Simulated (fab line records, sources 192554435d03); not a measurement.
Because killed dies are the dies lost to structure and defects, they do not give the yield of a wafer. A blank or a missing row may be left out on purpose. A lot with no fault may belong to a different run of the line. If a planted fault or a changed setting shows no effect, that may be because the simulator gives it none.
Matching of chambers | flow n5-finfet | N5_GATE_CUT_CMP_23 on cmp-02 has 4 sister chambers
The step polishes, stops on SiO2, t overpolish 23.4 s, target thk 16 nm. 22 wafers are shown with their chamber, then 11 later ones without.

WAFERS WITH THEIR CHAMBER
wafer  | chamber | motor-current-A (A) | time-to-endpoint-s (s) | overpolish-run-s (s)
L075.2 | 1       | 7.7                 | 13.6                   | 23.385
L075.3 | 2       | 6.6                 | 16.8                   | 23.409
L075.5 | 0       | 8.8                 | 19.5                   | 23.398
L076.3 | 0       | 8.5                 | 22.2                   | 23.408
L076.4 | 1       | 8.1                 | 16.4                   | 23.394
L076.5 | 2       | 6.7                 | 20.3                   | 23.385
L080.3 | 0       | 9.0                 | 20.5                   | 23.383
L080.4 | 1       | 8.0                 | 18.3                   | 23.401
L080.5 | 1       | 8.0                 | 15.0                   | 23.388
L082.1 | 0       | 8.6                 | 20.7                   | 23.414
L082.2 | 3       | 10.4                | 18.4                   | 23.401
L082.4 | 2       | 6.8                 | 19.1                   | 23.410
L085.1 | 0       | 8.5                 | 20.4                   | 23.399
L085.2 | 3       | 10.1                | 20.8                   | 23.394
L085.6 | 1       | 7.9                 | 17.3                   | 23.398
L089.2 | 2       | 6.6                 | 19.7                   | 23.404
L089.4 | 0       | 8.7                 | 19.9                   | 23.396
L089.5 | 3       | 10.2                | 17.8                   | 23.403
L091.2 | 3       | 10.1                | 18.3                   | 23.394
L091.4 | 2       | 6.6                 | 18.5                   | 23.409
L091.5 | 0       | 8.7                 | 17.2                   | 23.393
L092.1 | 0       | 8.2                 | 17.4                   | 23.405

SIGNATURES (means of the wafers above)
reading            | chamber 0 | chamber 1 | chamber 2 | chamber 3 | scatter within a chamber
motor-current-A    | 8.625     | 7.940     | 6.660     | 10.200    | 0.179
time-to-endpoint-s | 19.725    | 16.120    | 18.880    | 18.825    | 1.61
overpolish-run-s   | 23.39950  | 23.39320  | 23.40340  | 23.39800  | 0.0086
Rule: distance of a wafer from a chamber = root of the sum over the readings of ((wafer's reading minus chamber's mean) / reading's scatter) squared. If the next closest chamber is less than 2 further off than the closest, the wafer can't be placed; otherwise it belongs to the closest. The scatter: the root of (the sum of the squares of (reading less its chamber's mean) over the shown wafers, divided by (wafers less chambers)).

WAFERS WITH NO CHAMBER GIVEN
wafer  | motor-current-A (A) | time-to-endpoint-s (s) | overpolish-run-s (s)
L092.2 | 6.7                 | 16.1                   | 23.389
L092.3 | 9.8                 | 15.3                   | 23.401
L094.2 | 10.1                | 14.6                   | 23.393
L094.3 | 6.7                 | 19.2                   | 23.415
L094.4 | 8.0                 | 15.5                   | 23.410
L096.2 | 7.6                 | 19.1                   | 23.410
L096.3 | 6.7                 | 19.2                   | 23.396
L096.5 | 6.6                 | 21.5                   | 23.384
L097.2 | 6.4                 | 20.4                   | 23.394
L097.4 | 8.4                 | 18.7                   | 23.394
L097.6 | 10.4                | 16.1                   | 23.404

WHICH CHAMBER EACH ONE RAN IN
wafer  | from the rows above     | in truth
L092.2 | 2                       | 2
L092.3 | 3                       | 3
L094.2 | 3                       | 3
L094.3 | 2                       | 2
L094.4 | 1                       | 1
L096.2 | 1                       | 1
L096.3 | 2                       | 2
L096.5 | 2                       | 2
L097.2 | 2                       | 2
L097.4 | can't be placed: 0 or 1 | 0
L097.6 | 3                       | 3
Correctly placed: 10 of 11. Cannot be placed on the basis of these rows: 1; the candidates contain the true chamber in 1. Placed wrongly: 0.
